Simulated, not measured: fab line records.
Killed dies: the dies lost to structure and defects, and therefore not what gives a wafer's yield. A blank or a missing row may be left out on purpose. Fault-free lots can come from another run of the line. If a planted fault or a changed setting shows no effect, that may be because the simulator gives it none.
Matching of chambers + flow nand_harc + NHARC_A_STAIRCASE_ALD_420 on ald_hk-01: 4 sister chambers
The step deposits SiO2, target thk 20 nm, pulse time 6 s, ald cycles 200. 8 wafers are shown with their chamber, then 10 later ones without.

== WAFERS, EACH WITH ITS CHAMBER ==
| wafer  | chamber | heater_power_w (W) | precursor_pulse_height_rel |
|--------|---------|--------------------|----------------------------|
| L081.2 | 3       | 500                | 1.021                      |
| L084.5 | 2       | 515                | 1.036                      |
| L084.6 | 3       | 486                | 0.975                      |
| L087.3 | 0       | 463                | 1.011                      |
| L087.4 | 1       | 437                | 1.034                      |
| L087.5 | 2       | 538                | 0.967                      |
| L092.1 | 0       | 465                | 0.994                      |
| L092.4 | 1       | 454                | 0.996                      |

== WAFERS WITHOUT THEIR CHAMBER ==
| wafer  | heater_power_w (W) | precursor_pulse_height_rel |
|--------|--------------------|----------------------------|
| L092.5 | 511                | 1.016                      |
| L090.2 | 451                | 0.950                      |
| L090.4 | 455                | 0.991                      |
| L090.5 | 464                | 0.983                      |
| L091.3 | 535                | 0.986                      |
| L091.4 | 442                | 0.999                      |
| L091.5 | 521                | 1.010                      |
| L093.1 | 497                | 0.978                      |
| L093.2 | 451                | 0.948                      |
| L093.5 | 520                | 0.985                      |

== WHICH CHAMBER EACH ONE RAN IN ==
| wafer  | from the rows above     | in truth |
|--------|-------------------------|----------|
| L092.5 | can't be placed: 2 or 3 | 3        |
| L090.2 | can't be placed: 0 or 1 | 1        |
| L090.4 | can't be placed: 0 or 1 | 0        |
| L090.5 | can't be placed: 0 or 1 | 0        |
| L091.3 | 2                       | 2        |
| L091.4 | can't be placed: 1 or 0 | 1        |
| L091.5 | can't be placed: 2 or 3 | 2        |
| L093.1 | 3                       | 3        |
| L093.2 | can't be placed: 0 or 1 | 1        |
| L093.5 | can't be placed: 2 or 3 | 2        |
Placed correctly: 2 of 10. From these rows, 8 cannot be placed; in 8 the true chamber is one of the candidates. Number placed wrongly: 0.
How it was worked out, from the rows above alone: a wafer's distance from a chamber is the root of the sum, over the readings, of the square of ((its reading less the chamber's mean) divided by the reading's scatter). If the next closest chamber is less than 2 further off than the closest, the wafer can't be placed; otherwise it belongs to the closest. Each chamber's mean is taken over the wafers shown for it. The scatter: the root of (the sum of the squares of (reading less its chamber's mean) over the shown wafers, divided by (wafers less chambers)).
